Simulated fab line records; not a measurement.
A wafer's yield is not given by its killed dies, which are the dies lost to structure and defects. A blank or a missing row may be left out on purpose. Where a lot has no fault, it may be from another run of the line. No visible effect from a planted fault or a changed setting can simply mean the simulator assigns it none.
Which tool was responsible? ; flow n5 finfet ; route of 1938 steps, sampled at 1 step: 12 lots, 36 wafers

WHAT THE GAUGES READ, wafer by wafer
N5_BEOL_M15_INSPECT_12: inspects for defects (macro).
lot;measured;on;raw defect count
L076;day 11 15:23;defect inspect-01;4 1 3
L077;day 11 23:50;defect inspect-02;1 1 1
L079;day 12 10:52;defect inspect-02;4 1 1
L081;day 12 20:43;defect inspect-01;3 1 3
L084;day 13 12:42;defect inspect-01;1 3 1
L085;day 13 20:06;defect inspect-02;1 3 4
L086;day 14 16:10;defect inspect-01;1 3 2
L089;day 15 13:04;defect inspect-02;3 0 4
L091;day 16 00:08;defect inspect-02;3 0 2
L094;day 16 04:02;defect inspect-01;3 0 2
L095;day 16 20:22;defect inspect-02;0 0 0
L097;day 17 20:33;defect inspect-01;3 2 0

EACH LOT AND THE TOOL THAT RAN IT (in order: tool; ch and the chambers of the sampled wafers; start)
The record holds no process step before these readings.

THE ANSWER, worked out from the rows above alone
Rule: what is usual is taken from the lots themselves. Put in order of their means at a reading, lots are off if they are a third of the lots or fewer, leave a main group of 4 or more, and stand apart from it by a gap of 3 or more times the standard deviation of the main group's means; of several such gaps the widest counts. The tables above print the reading to a certain number of digits; a main group whose means all agree to those digits is not used. A lot without any number at a reading at which 4 lots or more have one is off too. Where the step has rows for the other lots, those lots are counted as sound.
No lot is off on any of the readings shown, so nothing can be concluded from this.

WHAT THE SIMULATOR PUT IN
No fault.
